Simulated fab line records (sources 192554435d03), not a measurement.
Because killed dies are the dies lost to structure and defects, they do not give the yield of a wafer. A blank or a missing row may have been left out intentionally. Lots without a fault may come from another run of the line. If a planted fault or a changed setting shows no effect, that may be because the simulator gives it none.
A struck lot beside a sound one	flow n5-finfet	20 steps out of a route of 1938
Sound: these wafers, L262.2, L262.4, L262.5. Struck: wafers L250.2, L250.3, L250.6. The cause is given at the end.
Each step with rows lists, per side, the tool, then ch with its chambers, then its first start. Under that, the readings that differ: sound wafers	struck wafers	difference of the means	sigmas: that difference in standard deviations of wafers without a fault.
alike: same words and numbers on both sides, and readings whose means sit less than 2 such deviations apart. not compared: any withheld reading, any reading some wafer has no value for, any bound like >300 that may hide the same value, and any number with overlapping values for which the record gives no deviation.
The two part at a step that has a row with sigmas, a row that says differs or no value, or rows on one side only. When numbers do not overlap yet have no deviation, they are printed without sigmas and do not part them. Lack of a reading on every wafer of one side parts them only where that side has two or more wafers.

first, 9 steps without rows for these wafers: N5_BEOL_M8_DESCUM_16 (chemistry O2, time 7.9 s); N5_BEOL_M8_ETCH_61 (etches SiARC in CF4, target depth 45.5 nm, time 75.8 s); N5_BEOL_M8_ETCH_62 (etches SOC in N2/H2, target depth 110 nm, overetch 22 nm, time 165 s); N5_BEOL_M8_STRIP_68 (strips in N2/H2); N5_BEOL_M8_STRIP_67 (strips in CF4); N5_BEOL_M8_HM_OPEN_17 (chemistry Cl2/BCl3, target TiN, target depth 20 nm, overetch 6 nm); N5_BEOL_M8_STRIP_19 (strips in O2); N5_BEOL_M8_COAT_63 (time 60 s, resist thk 60 nm); N5_BEOL_M8_COAT_64 (time 60 s, resist thk 12 nm).
N5_BEOL_M8_COAT_71: time 60 s, resist thk 5 nm.
  sound on litho-track-05 ch 0, day 15 17:28; struck on litho-track-01 ch 0, day 12 16:41
reading	sound	struck	difference	sigmas
spin-speed-rpm (rpm)	1500.0 1499.3 1500.5	1579.8 1578.5 1579.6	+79.4	+84
  alike: exhaust-pa
then, 7 steps without rows for these wafers: N5_BEOL_M8_COAT_22 (resist thk 30 nm); N5_BEOL_M8_EBR_24; N5_BEOL_M8_SOFTBAKE_23 (time 60 s); N5_BEOL_M8_EXPOSE_25 (exposes mask V7, target cd 40 nm); N5_BEOL_M8_PEB_26 (peb time 60 s); N5_BEOL_M8_DEVELOP_27 (develop time 30 s); N5_BEOL_M8_DESCUM_33 (chemistry O2, time 7 s).
N5_BEOL_M8_ETCH_72: etches underlayer in N2/H2, target depth 6.5 nm, time 5.2 s.
  sound on rie-diel-05 ch 2,3, day 15 18:46; struck on rie-diel-01 ch 1,2,3, day 12 17:27
reading	sound	struck	difference	sigmas
model.etch.depth-nm (nm)	5.013 5.002 5.006	4.892 4.893 4.888	-0.116	
  alike: drypump-motor-current-A, etch-rf-on-time-s, n2-flow-sccm, oes-product-au, rf-vpp-V, showerhead-plenum-p-Torr, throttle-valve-pct
  not compared: rf-hours-counter-h
then, 1 step without rows for these wafers: N5_BEOL_M8_ETCH_65 (etches SiARC in CF4, target depth 15.6 nm, time 26 s).
-- record jumps: 3 days separate the struck wafers' starts on either side; left off in module BEOL_M8, taken up again in module PASSIVATION, whose first shown step is the route's number 1936 --
N5_PASSIVATION_PROBE_49:
  sound: prober-01 at day 18 17:11; struck: prober-02 at day 15 12:05
  alike: defect-limited-yield, killed_at_M0_to_M3, killed_at_M4_up, killed-at-contacts, killed-at-front-end, killed-at-other, killed-dies, killed-open, killed-short, sort_bin_5_function, sort_bin_6_memory, sort_bin_8_speed, sort-n-pass, sort-yield-pct

== WHERE THEY PART ==
Only at N5_BEOL_M8_COAT_71, as far as this record shows. Later steps at which nothing parts them and some readings are alike: N5_BEOL_M8_ETCH_72, N5_PASSIVATION_PROBE_49.

WHY: what had been put in by the simulator
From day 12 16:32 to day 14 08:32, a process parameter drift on litho-track-01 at N5_BEOL_M8_COAT_71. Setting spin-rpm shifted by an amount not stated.
